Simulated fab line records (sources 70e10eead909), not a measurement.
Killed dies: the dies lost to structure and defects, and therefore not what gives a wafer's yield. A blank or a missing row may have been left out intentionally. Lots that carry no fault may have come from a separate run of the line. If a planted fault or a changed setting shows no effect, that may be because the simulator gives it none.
fab line records | flow nand-harc
[record] lots = 13 | wafers = 38 | last-day = 24
route steps=1159 shown A_BLC@978 END@1159
lots that met no fault: from a run of the same line without faults
start-h: hours from the record's first day to the start of the lot's first wafer shown | wait-h: hours since the lot's step before | " repeats the value in the row above | L1.1+2: a row that stands for several wafers | - value missing, or start not given | * or withheld: withheld | < > ~ a bound
route shown NAME@n: a module of which the file shows steps, and the number in the route of the first | usual: mean and standard deviation over wafers with no fault | same: alike in all rows | chamber/n: place in a boat | sites: per-site readings | _std_site: their standard deviation | _edge_site: inner sites' mean taken away from outer sites' mean | radius-mm: for every site, how far away it sits from the centre of the wafer | mask NAME#n: copy n | behind: the tool/chamber that last shaped the wafer | hold: the reason the lot was held/the length of the hold in hours/how it ended | device: transistor that didn't switch, given as n, p or np | end of line: the route-end tests of the same wafers | where a step has no rows: the recipe by itself | killed: dies lost to structure and defects at the first sort, not the wafer's yield | map: per-die view of a wafer (x killed, . not killed, _ where there is no die)
set.NAME: the setting as run; set.NAME@STEP: as run at that earlier step | model.NAME: the simulator's own value behind a step, which no gauge read
route steps across a sampled set of lots; one table per step, one row per wafer
services: from which hour (start-h, from the record's first day; less than 0 if before it) a tool's chamber was out of use, for how many hours, and why
[[steps]]
[step NHARC_A_BLC_ETCH_16]
[recipe] target-depth-a = 390 | over-etch-frac = 0.3 | time-s = 65 | ion-energy-ev = 80 | cf4-flow-sccm = 150 | ar-flow-sccm = 0 | rf-w = 300 | bias-w = 100 | chemistry = CF4
[usual] drypump-motor-current-A = 5.6/0.41 | oes-product-au = 0.999/0.0068 | rf-vpp-V = 151.3/1.2 | showerhead-plenum-p-Torr = 1.76/0.063 | throttle-valve-pct = 13.283/0.0086
lot.wafer | tool        | chamber | start-h | wait-h | drypump-motor-current-A | oes-product-au | rf-hours-counter-h | rf-vpp-V | showerhead-plenum-p-Torr | throttle-valve-pct
L287.2    | rie-diel-13 | 0       | 381.44  | 0.1    | 5.5                     | 0.996          | 10                 | 151.6    | 1.80                     | 13.285
L287.1    | "           | 1       | "       | "      | 5.8                     | 1.004          | 11                 | 151.5    | 1.80                     | 13.299
L287.3    | "           | 3       | "       | "      | 6.0                     | 1.001          | 10                 | 152.2    | 1.81                     | 13.280
L289.3    | rie-diel-04 | 1       | 402.72  | 0.1    | 5.0                     | 0.994          | 11                 | 149.8    | 1.78                     | 13.288
L289.5    | "           | 3       | "       | "      | 6.0                     | 1.004          | -                  | 151.8    | 1.65                     | 13.271
L289.6    | "           | 0       | "       | "      | 5.3                     | 0.996          | -                  | 152.7    | 1.77                     | 13.273
L290.2    | rie-diel-13 | 1       | 403.30  | 0.1    | 5.8                     | 1.004          | 13                 | 151.7    | 1.79                     | 13.270
L290.5    | "           | 1       | "       | "      | 5.8                     | 1.000          | -                  | 150.3    | 1.79                     | 13.292
L290.6    | "           | 2       | "       | "      | 5.3                     | 0.993          | -                  | 152.1    | 1.69                     | 13.296
L291.1    | rie-diel-09 | 2       | 404.65  | 0.1    | 4.9                     | 0.998          | 41                 | 149.8    | 1.74                     | 13.288
L291.5    | "           | 0       | "       | "      | 5.1                     | 1.004          | -                  | 150.7    | 1.76                     | 13.280
L291.4    | "           | 2       | "       | "      | 4.9                     | 0.999          | -                  | 151.0    | 1.75                     | 13.289
L292.2    | rie-diel-13 | 3       | 413.81  | 0.1    | 6.0                     | 1.001          | 12                 | 151.1    | 1.81                     | 13.272
L292.3    | "           | 1       | "       | "      | 5.8                     | 0.989          | 14                 | 152.6    | 1.79                     | 13.280
L292.4    | "           | 2       | "       | "      | 5.3                     | 1.000          | 14                 | 149.1    | 1.69                     | 13.282
L293.3    | rie-diel-04 | 2       | 417.65  | 0.1    | 6.0                     | 0.990          | 12                 | 152.1    | 1.82                     | 13.289
L293.2    | "           | 3       | "       | "      | 6.0                     | 1.010          | 12                 | 147.0    | 1.65                     | 13.279
L293.4    | "           | 0       | "       | "      | 5.3                     | 1.010          | 11                 | 152.7    | 1.77                     | 13.282
L295.4    | rie-diel-04 | 3       | 449.74  | 0.1    | 6.0                     | 0.999          | 15                 | 150.9    | 1.65                     | 13.275
L295.3    | "           | 0       | "       | "      | 5.4                     | 1.004          | 14                 | 150.9    | 1.77                     | 13.277
L295.2    | "           | 1       | "       | "      | 5.0                     | 0.997          | 16                 | 149.9    | 1.78                     | 13.275
L300.2    | rie-diel-04 | 3       | 457.58  | 0.1    | 6.0                     | 1.006          | 17                 | 150.2    | 1.65                     | 13.289
L300.1    | "           | 0       | "       | "      | 5.3                     | 1.001          | 16                 | 150.1    | 1.77                     | 13.287
L300.4    | "           | 1       | "       | "      | 5.0                     | 0.995          | -                  | 149.3    | 1.78                     | 13.281
L299.4    | rie-diel-13 | 0       | 462.24  | 0.1    | 5.5                     | 0.999          | 0                  | 152.4    | 1.80                     | 13.275
L299.3    | "           | 2       | "       | "      | 5.3                     | 1.005          | 0                  | 149.1    | 1.69                     | 13.292
L299.6    | "           | 3       | "       | "      | 6.0                     | 0.996          | -                  | 151.1    | 1.80                     | 13.266
L301.2    | rie-diel-13 | 0       | 470.13  | 0.1    | 5.5                     | 0.996          | 2                  | 151.0    | 1.80                     | 13.277
L301.4    | "           | 1       | "       | "      | 5.8                     | 1.004          | 1                  | 151.9    | 1.79                     | 13.273
L301.5    | "           | 3       | "       | "      | 6.0                     | 0.998          | -                  | 152.1    | 1.80                     | 13.272
L307.3    | rie-diel-13 | 1       | 512.00  | 0.1    | 5.8                     | 1.000          | 5                  | 152.1    | 1.79                     | 13.285
L307.4    | "           | 3       | "       | "      | 6.0                     | 1.002          | 4                  | 153.3    | 1.80                     | 13.283
L307.6    | "           | 0       | "       | "      | 5.5                     | 0.985          | -                  | 151.7    | 1.80                     | 13.287
L309.4    | rie-diel-13 | 3       | 525.27  | 0.1    | 6.0                     | 0.990          | 6                  | 153.0    | 1.80                     | 13.273
L309.1    | "           | 1       | "       | "      | 5.8                     | 1.006          | 6                  | 151.3    | 1.79                     | 13.285
L308.1    | rie-diel-04 | 1       | 530.02  | 0.1    | 5.0                     | 1.005          | 8                  | 152.0    | 1.78                     | 13.279
L308.6    | "           | 3       | "       | "      | 6.0                     | 0.999          | -                  | 148.7    | 1.64                     | 13.282
L308.4    | "           | 1       | "       | "      | 5.0                     | 1.005          | -                  | 152.0    | 1.78                     | 13.279
[step NHARC_A_BLC_CD_MEAS_19]
[usual] cd-nm = 100.0/1.4
lot.wafer | tool      | chamber | start-h | wait-h | cd-nm
L287.1    | cd-sem-01 | -       | 382.31  | -      | 99.9
L287.2    | "         | -       | "       | "      | 99.5
L287.3    | "         | -       | "       | "      | 101.0
L289.3    | cd-sem-01 | -       | 403.60  | -      | 99.2
L289.5    | "         | -       | "       | "      | 99.3
L289.6    | "         | -       | "       | "      | 102.8
L290.2    | cd-sem-02 | -       | 404.19  | -      | 95.7
L290.5    | "         | -       | "       | "      | 97.7
L290.6    | "         | -       | "       | "      | 98.8
L291.1    | cd-sem-03 | -       | 405.62  | -      | 100.0
L291.4    | "         | -       | "       | "      | 99.5
L291.5    | "         | -       | "       | "      | 101.9
L292.2    | cd-sem-02 | -       | 414.70  | -      | 100.2
L292.3    | "         | -       | "       | "      | 100.7
L292.4    | "         | -       | "       | "      | 97.3
L293.2    | cd-sem-01 | -       | 418.53  | -      | 100.9
L293.3    | "         | -       | "       | "      | 101.2
L293.4    | "         | -       | "       | "      | 100.0
L295.2    | cd-sem-01 | -       | 450.63  | -      | 100.1
L295.3    | "         | -       | "       | "      | 101.2
L295.4    | "         | -       | "       | "      | 99.3
L300.1    | cd-sem-03 | -       | 458.62  | -      | 102.3
L300.2    | "         | -       | "       | "      | 99.9
L300.4    | "         | -       | "       | "      | 101.5
L299.3    | cd-sem-01 | -       | 463.12  | -      | 99.8
L299.4    | "         | -       | "       | "      | 103.5
L299.6    | "         | -       | "       | "      | 99.6
L301.2    | cd-sem-01 | -       | 471.01  | -      | 99.1
L301.4    | "         | -       | "       | "      | 99.5
L301.5    | "         | -       | "       | "      | 97.3
L307.3    | cd-sem-02 | -       | 512.89  | -      | 97.9
L307.4    | "         | -       | "       | "      | 101.2
L307.6    | "         | -       | "       | "      | 99.6
L309.1    | cd-sem-03 | -       | 526.18  | -      | 98.9
L309.4    | "         | -       | "       | "      | 98.0
L308.1    | cd-sem-01 | -       | 531.05  | -      | 101.8
L308.4    | "         | -       | "       | "      | 99.5
L308.6    | "         | -       | "       | "      | 100.2
[step NHARC_A_BLC_STRIP_21]
[recipe] o2-flow-sccm = 500 | ar-flow-sccm = 0 | bias-w = 0 | chemistry = O2
[usual] drypump-motor-current-A = 5.6/0.41 | oes-product-au = 0.999/0.0069 | rf-vpp-V = 57.9/0.87 | showerhead-plenum-p-Torr = 3.51/0.13 | throttle-valve-pct = 17.037/0.0096
lot.wafer | tool        | chamber | start-h | wait-h | drypump-motor-current-A | oes-product-au | rf-hours-counter-h | rf-vpp-V | showerhead-plenum-p-Torr | throttle-valve-pct
L287.3    | rie-diel-04 | 0       | 382.49  | 0.1    | 5.3                     | 1.006          | 8                  | 58.7     | 3.53                     | 17.032
L287.1    | "           | 2       | "       | "      | 6.1                     | 0.996          | 9                  | 58.1     | 3.64                     | 17.042
L287.2    | "           | 3       | "       | "      | 6.0                     | 0.999          | 9                  | 56.6     | 3.29                     | 17.042
L289.3    | rie-diel-09 | 3       | 403.80  | 0.1    | 5.5                     | 0.993          | 53                 | 58.9     | 3.78                     | 17.028
L289.5    | "           | 3       | "       | "      | 5.5                     | 1.005          | -                  | 58.8     | 3.78                     | 17.033
L289.6    | "           | 0       | "       | "      | 5.1                     | 0.995          | -                  | 59.4     | 3.50                     | 17.026
L290.2    | rie-diel-04 | 1       | 404.38  | 0.1    | 5.0                     | 0.996          | 12                 | 58.1     | 3.55                     | 17.031
L290.6    | "           | 3       | "       | "      | 6.0                     | 1.004          | -                  | 55.6     | 3.28                     | 17.044
L290.5    | "           | 0       | "       | "      | 5.3                     | 0.989          | -                  | 58.1     | 3.53                     | 17.028
L291.1    | rie-diel-13 | 3       | 405.80  | 0.1    | 6.0                     | 0.990          | 12                 | 57.6     | 3.60                     | 17.031
L291.4    | "           | 0       | "       | "      | 5.5                     | 0.998          | 13                 | 58.4     | 3.59                     | 17.029
L291.5    | "           | 3       | "       | "      | 6.0                     | 1.001          | -                  | 56.4     | 3.60                     | 17.042
L292.4    | rie-diel-13 | 3       | 414.88  | 0.1    | 6.0                     | 0.988          | 13                 | 58.5     | 3.60                     | 17.031
L292.3    | "           | 0       | "       | "      | 5.5                     | 1.005          | 14                 | 58.6     | 3.59                     | 17.038
L292.2    | "           | 1       | "       | "      | 5.8                     | 0.994          | 14                 | 57.8     | 3.58                     | 17.047
L293.2    | rie-diel-04 | 0       | 418.71  | 0.1    | 5.3                     | 0.997          | 12                 | 57.7     | 3.53                     | 17.034
L293.4    | "           | 1       | "       | "      | 5.0                     | 1.004          | 13                 | 58.2     | 3.55                     | 17.015
L293.3    | "           | 3       | "       | "      | 6.0                     | 1.012          | 12                 | 57.1     | 3.28                     | 17.022
L295.2    | rie-diel-04 | 3       | 450.81  | 0.1    | 6.0                     | 1.004          | 16                 | 57.5     | 3.28                     | 17.053
L295.3    | "           | 0       | "       | "      | 5.4                     | 1.000          | 15                 | 59.2     | 3.53                     | 17.034
L295.4    | "           | 2       | "       | "      | 6.0                     | 0.998          | 16                 | 57.8     | 3.64                     | 17.031
L300.1    | rie-diel-04 | 1       | 458.83  | 0.1    | 5.0                     | 0.993          | 18                 | 55.9     | 3.55                     | 17.041
L300.2    | "           | 3       | "       | "      | 6.0                     | 0.991          | 17                 | 57.1     | 3.28                     | 17.054
L300.4    | "           | 1       | "       | "      | 5.0                     | 0.983          | -                  | 56.5     | 3.55                     | 17.055
L299.4    | rie-diel-09 | 1       | 463.30  | 0.1    | 4.9                     | 0.992          | 12                 | 58.5     | 3.45                     | 17.040
L299.3    | "           | 0       | "       | "      | 5.1                     | 1.002          | 12                 | 59.5     | 3.49                     | 17.053
L299.6    | "           | 1       | "       | "      | 4.9                     | 0.997          | -                  | 56.5     | 3.45                     | 17.033
L301.2    | rie-diel-13 | 2       | 471.20  | 0.1    | 5.3                     | 0.996          | 2                  | 56.6     | 3.36                     | 17.041
L301.4    | "           | 0       | "       | "      | 5.5                     | 1.003          | 2                  | 56.9     | 3.59                     | 17.019
L301.5    | "           | 1       | "       | "      | 5.8                     | 1.006          | -                  | 59.1     | 3.58                     | 17.040
L307.3    | rie-diel-13 | 2       | 513.06  | 0.1    | 5.3                     | 1.009          | 5                  | 57.4     | 3.36                     | 17.046
L307.4    | "           | 3       | "       | "      | 6.0                     | 1.006          | 5                  | 57.9     | 3.60                     | 17.036
L307.6    | "           | 2       | "       | "      | 5.3                     | 1.006          | -                  | 57.2     | 3.36                     | 17.048
L309.1    | rie-diel-09 | 3       | 526.36  | 0.1    | 5.5                     | 0.995          | 32                 | 59.0     | 3.75                     | 17.029
L309.4    | "           | 2       | "       | "      | 4.9                     | 0.996          | 34                 | 57.3     | 3.46                     | 17.038
L308.1    | rie-diel-04 | 2       | 531.27  | 0.1    | 6.1                     | 1.007          | 8                  | 57.0     | 3.63                     | 17.044
L308.4    | "           | 1       | "       | "      | 5.0                     | 1.001          | -                  | 58.9     | 3.54                     | 17.040
L308.6    | "           | 2       | "       | "      | 6.1                     | 1.002          | -                  | 59.8     | 3.63                     | 17.045
[step NHARC_A_BLC_ALD_23]
[recipe] target-thk-a = 30 | pulse-time-s = 1 | ald-cycles = 150 | temp-c = 450 | material = TiN
[usual] ald-cycles = 150/0 | heater-power-w = 1073/72 | precursor-pulse-height-rel = 1.000/0.021
lot.wafer | tool         | chamber | start-h | wait-h | ald-cycles | heater-power-w | precursor-pulse-height-rel
L287.3    | ald-metal-02 | 1       | 383.17  | -      | 150        | 1131           | 1.020
L287.2    | "            | 2       | "       | "      | 150        | 1021           | 1.056
L287.1    | "            | 3       | "       | "      | 150        | 1143           | 0.985
L289.3    | ald-metal-03 | 0       | 404.50  | -      | 150        | 1045           | 0.986
L289.5    | "            | 3       | "       | "      | 150        | 1020           | 1.033
L289.6    | "            | 0       | "       | "      | 150        | 1021           | 1.025
L290.2    | ald-metal-01 | 3       | 405.07  | -      | 150        | 1157           | 1.005
L290.5    | "            | 1       | "       | "      | 150        | 988            | 0.993
L290.6    | "            | 2       | "       | "      | 150        | 1107           | 0.993
L291.4    | ald-metal-01 | 0       | 406.49  | -      | 150        | 1104           | 0.977
L291.1    | "            | 1       | "       | "      | 150        | 992            | 0.961
L291.5    | "            | 3       | "       | "      | 150        | 1133           | 1.021
L292.2    | ald-metal-02 | 0       | 415.54  | -      | 150        | 919            | 0.989
L292.3    | "            | 1       | "       | "      | 150        | 1118           | 1.015
L292.4    | "            | 3       | "       | "      | 150        | 1125           | 1.002
L293.2    | ald-metal-01 | 2       | 419.38  | -      | 150        | 1098           | 0.968
L293.4    | "            | 0       | "       | "      | 150        | 1144           | 0.980
L293.3    | "            | 1       | "       | "      | 150        | 962            | 1.003
L295.3    | ald-metal-03 | 2       | 451.62  | -      | 150        | 1145           | 1.000
L295.2    | "            | 3       | "       | "      | 150        | 1004           | 0.981
L295.4    | "            | 0       | "       | "      | 150        | 1040           | 1.031
L300.2    | ald-metal-03 | 2       | 459.50  | -      | 150        | 1119           | 0.992
L300.4    | "            | 3       | "       | "      | 150        | 1058           | 0.990
L300.1    | "            | 1       | "       | "      | 150        | 1071           | 0.976
L299.4    | ald-metal-03 | 0       | 463.96  | -      | 150        | 1050           | 0.981
L299.3    | "            | 3       | "       | "      | 150        | 1024           | 0.998
L299.6    | "            | 0       | "       | "      | 150        | 1063           | 0.967
L301.4    | ald-metal-01 | 1       | 471.87  | -      | 150        | 960            | 1.021
L301.2    | "            | 3       | "       | "      | 150        | 1148           | 1.031
L301.5    | "            | 1       | "       | "      | 150        | 984            | 0.964
L307.4    | ald-metal-03 | 1       | 513.74  | -      | 150        | 1034           | 0.981
L307.3    | "            | 0       | "       | "      | 150        | 999            | 0.980
L307.6    | "            | 2       | "       | "      | 128        | 1149           | 1.033
L309.1    | ald-metal-03 | 0       | 527.02  | -      | 128        | 1012           | 0.955
L309.4    | "            | 3       | "       | "      | 150        | 1028           | 0.988
L308.4    | ald-metal-03 | 2       | 532.14  | -      | 150        | 1142           | 0.970
L308.1    | "            | 0       | "       | "      | 128        | 1010           | 1.004
L308.6    | "            | 2       | "       | "      | 128        | 1122           | 1.029
[step NHARC_END_SORT_01]
[recipe] temp-c = 25
[usual] killed-at-array = 27/10 | killed-at-other = 0.6/1 | killed-at-periphery = 3.4/2.7 | killed-dies = 31/9.7 | killed-open = 3.4/1.7 | killed-short = 2.2/1.5
[same] gross-dies = 677
lot.wafer | tool      | chamber | start-h | wait-h | killed-at-array | killed-at-other | killed-at-periphery | killed-dies | killed-open | killed-short
L300.1    | prober-02 | 0       | 502.81  | 2.5    | 13              | 0               | 0                   | 13          | 1           | 0
L300.2    | prober-02 | 0       | 503.62  | 2.8    | 16              | 0               | 0                   | 16          | 3           | 2
L300.4    | prober-02 | 0       | 505.23  | 3.4    | 17              | 0               | 6                   | 23          | 3           | 3
L301.5    | prober-02 | 0       | 529.45  | 3.7    | 38              | 0               | 1                   | 39          | 7           | 3
// killed by level:class
L300.1 A_CHANNEL_HOLE_D1:chamber-film-flake=4 A_SLIT:chamber-film-flake=4 A_STAIRCASE:chamber-film-flake=2 A_CONTACT:chamber-film-flake=2 A_ONON_D1:geometric-particle:open=1
L300.2 A_CONTACT:chamber-film-flake=5 A_STAIRCASE:chamber-film-flake=3 A_WL_FILL:geometric-particle:short=2 A_CONTACT:geometric-particle:open=2 A_ONON_D1:geometric-particle:open=1 A_ZERO_WELL:chamber-film-flake=1 A_CHANNEL_HOLE_D1:chamber-film-flake=1 A_SLIT:chamber-film-flake=1
L300.4 A_CONTACT:chamber-film-flake=5 A_CHANNEL_FILL_D1:geometric-particle:short=3 A_CHANNEL_HOLE_D1:chamber-film-flake=3 A_STAIRCASE:chamber-film-flake=3 A_SLIT:chamber-film-flake=3 P_GATE:geometric-particle:open=1 P_M0:geometric-particle:open=1 P_M2:geometric-particle:open=1
L301.5 A_SLIT:chamber-film-flake=13 A_CHANNEL_HOLE_D1:chamber-film-flake=6 A_STAIRCASE:chamber-film-flake=4 A_CONTACT:geometric-particle:open=3 A_WL_FILL:chamber-film-flake=3 A_CONTACT:chamber-film-flake=3 A_CHANNEL_FILL_D1:geometric-particle:short=2 P_M0:geometric-particle:open=1
[[services]]
tool         | chamber | start-h | hours | kind
ald-metal-02 | -       | 364.00  | 10.0  | pm
rie-diel-04  | 0       | 371.67  | -     | clean
rie-diel-04  | 1       | 371.67  | -     | clean
rie-diel-04  | 2       | 371.67  | -     | clean
rie-diel-04  | 3       | 371.67  | -     | clean
rie-diel-13  | 3       | 384.56  | 8.6   | repair
ald-metal-02 | 3       | 385.38  | 2.7   | repair
rie-diel-04  | 0       | 396.17  | -     | clean
rie-diel-04  | 1       | 396.17  | -     | clean
rie-diel-04  | 2       | 396.17  | -     | clean
rie-diel-04  | 3       | 396.17  | -     | clean
ald-metal-01 | -       | 418.08  | 0.6   | repair
ald-metal-03 | 2       | 423.43  | 4.2   | repair
rie-diel-09  | -       | 431.10  | 9.0   | pm
ald-metal-01 | 1       | 432.42  | 20.5  | repair
rie-diel-13  | -       | 453.00  | 9.0   | pm
rie-diel-04  | 2       | 456.85  | 3.1   | repair
ald-metal-01 | -       | 458.00  | 10.0  | pm
rie-diel-04  | -       | 466.09  | 9.0   | pm
ald-metal-03 | 3       | 480.99  | 26.5  | repair
rie-diel-09  | 1       | 483.42  | 2.3   | repair
rie-diel-04  | 2       | 490.01  | 6.0   | repair
rie-diel-04  | 0       | 495.67  | 81.4  | repair
ald-metal-03 | -       | 500.00  | 10.0  | pm
[[key]]
[first-sign] step = NHARC_A_BLC_ALD_23 | reading = ald-cycles | direction = down | sigmas = 99+ | usual = 150 | struck = 128
effect none on later readings
met-at NHARC_A_BLC_ALD_23
struck-lots L307,L308,L309
struck-wafers L307.6,L308.1,L308.6,L309.1
tester-left-out L307,L308,L309
not-acting-at NHARC_A_BLC_ETCH_16,NHARC_A_BLC_CD_MEAS_19,NHARC_A_BLC_STRIP_21
onset-between 463.96 513.74
[fault] kind = process-parameter-drift | tool = ald-metal-03 | chamber = - | onset-h = 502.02 | steps = NHARC_A_BLC_ALD_23 | channel = ald-cycles | offset = -22 | shape = step | end-h = 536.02 | scope = struck-wafers-only | acts-in = these-recipes-only | stated = 150
// tester-left-out: of these lots the tester's yield and bins aren't shown, on N5 and GAA mostly nor the transistor test; their killed dies are dies lost to structure and defects alone, not to doping, threshold or leakage, so they don't give the yield
